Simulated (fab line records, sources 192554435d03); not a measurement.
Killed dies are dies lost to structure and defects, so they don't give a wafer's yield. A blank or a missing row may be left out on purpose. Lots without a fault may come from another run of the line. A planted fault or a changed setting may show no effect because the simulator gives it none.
Split-lot experiment | flow n5_finfet | 7 lots, 21 wafers read, on a route of 1938 steps

THE SPLIT
At N5_BEOL_M3_ILD_DEP_00 (deposits SiOC from DEMS/O2, target thk 79 nm, time 15.3 s), the setting time_s was moved away from the recipe's 15.3 s on 8 of the 21 wafers read, by -13.6% to +9.2%. The other wafers ran this setting at the recipe's value.

The file shows no step between the split and the reading.

THE READING
M3_ILD_THK, in nm, at N5_BEOL_M3_THK_MEAS_01. Fault-free wafers of this fab line usually give 78.9 nm, standard deviation 1.2 nm.

wafer  | tool, chamber at the split | time_s as run, s | against the recipe | M3_ILD_THK, nm | against lot-mates on the recipe
L079.2 | pecvd-02, 1                | 16.7             | +9.2%              | 85.2           | +6.4
L079.5 | pecvd-02, 0                | 16.7             | +9.2%              | 87.0           | +8.2
L079.6 | pecvd-02, 1                | 15.3             | recipe             | 78.8           | -
L081.1 | pecvd-01, 2                | 15.3             | recipe             | 77.3           | -
L081.3 | pecvd-01, 0,2              | 15.3             | recipe             | 79.3           | -
L081.5 | pecvd-01, 0,2              | 15.3             | recipe             | 79.1           | -
L084.2 | pecvd-01, 1                | 15.3             | recipe             | 77.3           | -
L084.5 | pecvd-01, 0                | 15.3             | recipe             | 80.0           | -
L084.6 | pecvd-01, 1                | 15.3             | recipe             | 78.5           | -
L083.1 | pecvd-04, 1                | 15.3             | recipe             | 79.4           | -
L083.3 | pecvd-04, 2                | 14.18            | -7.3%              | 71.1           | -8.3
L083.4 | pecvd-04, 0                | 14.18            | -7.3%              | 73.8           | -5.6
L091.2 | pecvd-01, 0                | 16.49            | +7.8%              | 86.3           | +8.6
L091.4 | pecvd-01, 1                | 15.3             | recipe             | 77.7           | -
L091.6 | pecvd-01, 2                | 16.49            | +7.8%              | 85.3           | +7.6
L094.1 | pecvd-01, 1                | 13.23            | -13.5%             | 67.3           | -11.5
L094.2 | pecvd-01, 0                | 15.3             | recipe             | 79.6           | -
L094.3 | pecvd-01, 2                | 15.3             | recipe             | 78.0           | -
L095.1 | pecvd-02, 2                | 13.22            | -13.6%             | 68.4           | -9.9
L095.2 | pecvd-02, 1,0              | 15.3             | recipe             | 78.4           | -
L095.3 | pecvd-02, 1,0              | 15.3             | recipe             | 78.3           | -
Where a row lists several chambers, the file gives one row for several wafers and doesn't say which wafer went through which chamber.

THE FIT
A straight line over all 21 wafers: M3_ILD_THK changes by +0.827 nm for each +1% of time_s; r = +0.98; the points scatter about the line by 0.94 nm.
The same after taking each lot's own level away (the mean of its wafers on the recipe; 21 wafers): +0.855 nm for each +1%; r = +0.98; scatter 1.1 nm.
On that fit, the largest move of time_s shifts the reading by 12 nm.
The lots' own levels span 77.70 to 79.40 nm, that is 1.4 times the standard deviation above.
So the lot-to-lot level changes the slope little: the two slopes agree.
Check: with one of the wafers moved furthest among these (-13.6%) left out of the fit, the line predicts -12.1 nm for it against its lot-mates. It came out at -9.95 nm against them.

OTHER SPLITS ON THESE WAFERS
These wafers also went through other splits before the reading. Each is held against what the fit with the lots' levels taken away leaves over:
other split on the same wafers | wafers away from the commonest value | r with M3_ILD_THK (lot level and that fit taken away)
N5_BEOL_M1_COAT_61 spin_rpm    | 6                                    | -0.25
N5_BEOL_M2_DEP_57 time_s       | 5                                    | +0.35

THE WHOLE CHAIN: every reading that the file lists as answering this split, in the file's order
step                   | what it does                                              | reading                                                                            | change (the file's fit)               | r (the file's)
N5_BEOL_M3_ILD_DEP_00  | deposits SiOC from DEMS/O2, target thk 79 nm, time 15.3 s | SiOC_of_BEOL_M3_ILD_DEP_00.thk_nm (the simulator's own value, which no gauge read) | +0.837 nm for each +1% of the setting | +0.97
N5_BEOL_M3_THK_MEAS_01 |                                                           | M3_ILD_THK                                                                         | +0.835 for each +1% of the setting    | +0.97

THE FILE'S OWN FIT
M3_ILD_THK changes by +0.835 nm for each +1% of time_s, r = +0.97.
